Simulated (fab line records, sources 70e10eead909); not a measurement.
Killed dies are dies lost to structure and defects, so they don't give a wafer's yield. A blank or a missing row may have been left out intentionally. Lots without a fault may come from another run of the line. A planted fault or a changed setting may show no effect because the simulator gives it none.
Which tool was responsible? | flow nand_harc | route of 1302 steps, sampled at 1 step: 7 lots, 21 wafers

== WHAT EACH GAUGE READ, for each wafer ==
NHARC_A_ZERO_WELL_CD_MEAS_10 targets a cd of 2000 nm.
lot  | measured     | on        | cd_nm (nm)
L707 | day 6 22:32  | cd_sem-01 | 2003.1 2001.7 2002.0
L715 | day 10 11:39 | cd_sem-01 | 2000.7 2002.0 2001.7
L717 | day 11 06:44 | cd_sem-02 | 1999.5 2002.8 2000.2
L722 | day 13 19:44 | cd_sem-01 | 2002.6 2004.4 2003.3
L724 | day 14 05:10 | cd_sem-01 | 2000.4 1998.9 2000.4
L726 | day 14 22:19 | cd_sem-03 | 2002.5 2000.2 2001.0
L728 | day 16 01:31 | cd_sem-01 | 2002.0 2000.9 2003.3

== EACH LOT AND THE TOOL THAT RAN IT (in order: tool; ch and the chambers of the sampled wafers; start) ==
The record shows no process step preceding these readings.

== THE ANSWER, worked out from the rows above alone ==
Rule: usual is defined by the lots themselves. The widest of any qualifying gaps counts: lots, ordered by their means at a reading, are off when they make up no more than a third of the lots, leave a main group of 4 or more, and stand apart from it by 3 or more times the standard deviation of that group's means. A main group whose means are all the same, to the digits that the tables above print for the reading, isn't used. Also off: a lot with no number at a reading for which 4 or more lots have one. The other lots that the step has rows for count as sound.
None of the lots is off at any reading shown; this tells nothing.

== WHAT HAD BEEN PUT IN BY THE SIMULATOR ==
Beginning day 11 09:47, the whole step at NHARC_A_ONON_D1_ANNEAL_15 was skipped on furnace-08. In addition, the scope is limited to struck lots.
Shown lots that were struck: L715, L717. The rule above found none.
